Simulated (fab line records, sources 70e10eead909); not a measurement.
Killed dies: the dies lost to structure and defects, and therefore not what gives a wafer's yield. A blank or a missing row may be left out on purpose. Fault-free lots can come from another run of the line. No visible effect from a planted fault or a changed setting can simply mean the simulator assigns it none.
Chamber matching | flow nand harc | NHARC_A_SGD_CUT_ETCH_58 on rie diel-10 has 4 sister chambers
The step etches the open film in CF4, target depth 39 nm, time 65 s. 14 wafers are shown with their chamber, then 7 later ones without.

## WAFERS WITH THEIR CHAMBER
wafer  | chamber | showerhead plenum p Torr (Torr) | drypump motor current A (A) | oes product au (a.u.)
L075.2 | 3       | 1.84                            | 6.4                         | 1.000
L075.3 | 1       | 1.75                            | 5.4                         | 0.995
L075.4 | 2       | 1.71                            | 5.7                         | 1.009
L080.1 | 0       | 1.82                            | 5.6                         | 1.021
L080.4 | 1       | 1.75                            | 5.4                         | 0.993
L080.5 | 3       | 1.84                            | 6.4                         | 0.995
L082.1 | 3       | 1.84                            | 6.4                         | 0.994
L082.4 | 1       | 1.75                            | 5.4                         | 1.002
L082.5 | 1       | 1.75                            | 5.4                         | 1.010
L085.2 | 2       | 1.71                            | 5.7                         | 1.012
L085.3 | 1       | 1.75                            | 5.4                         | 1.000
L085.6 | 0       | 1.81                            | 5.5                         | 1.032
L087.1 | 0       | 1.81                            | 5.6                         | 1.034
L087.2 | 2       | 1.71                            | 5.7                         | 1.014

SIGNATURES (averages over the wafers above)
reading                  | chamber 0 | chamber 1 | chamber 2 | chamber 3 | scatter within a chamber
showerhead plenum p Torr | 1.8133    | 1.7500    | 1.7100    | 1.8400    | 0.00258
drypump motor current A  | 5.567     | 5.400     | 5.700     | 6.400     | 0.0258
oes product au           | 1.02900   | 1.00000   | 1.01167   | 0.99633   | 0.00556
Rule: for a wafer and a chamber, the distance is found by dividing, reading by reading, the gap between the wafer's reading and the chamber's mean by the reading's scatter, squaring, summing and taking the root. The wafer belongs to the nearest chamber; if the next one is less than 2 further off, it can't be placed. The scatter: the root of (the sum of the squares of (reading less its chamber's mean) over the shown wafers, divided by (wafers less chambers)).

## WAFERS WITH NO CHAMBER GIVEN
wafer  | showerhead plenum p Torr (Torr) | drypump motor current A (A) | oes product au (a.u.)
L087.6 | 1.71                            | 5.7                         | 1.009
L093.1 | 1.75                            | 5.4                         | 0.985
L093.4 | 1.71                            | 5.7                         | 1.002
L093.5 | 1.84                            | 6.4                         | 1.003
L097.1 | 1.75                            | 5.4                         | 0.982
L097.3 | 1.71                            | 5.7                         | 0.996
L097.4 | 1.81                            | 5.6                         | 1.015

## WHICH CHAMBER EACH WENT THROUGH
wafer  | from the rows above | in truth
L087.6 | 2                   | 2
L093.1 | 1                   | 1
L093.4 | 2                   | 2
L093.5 | 3                   | 3
L097.1 | 1                   | 1
L097.3 | 2                   | 2
L097.4 | 0                   | 0
Correct placement for 7 of the 7. Number that these rows cannot place: 0. 0 placed wrongly.
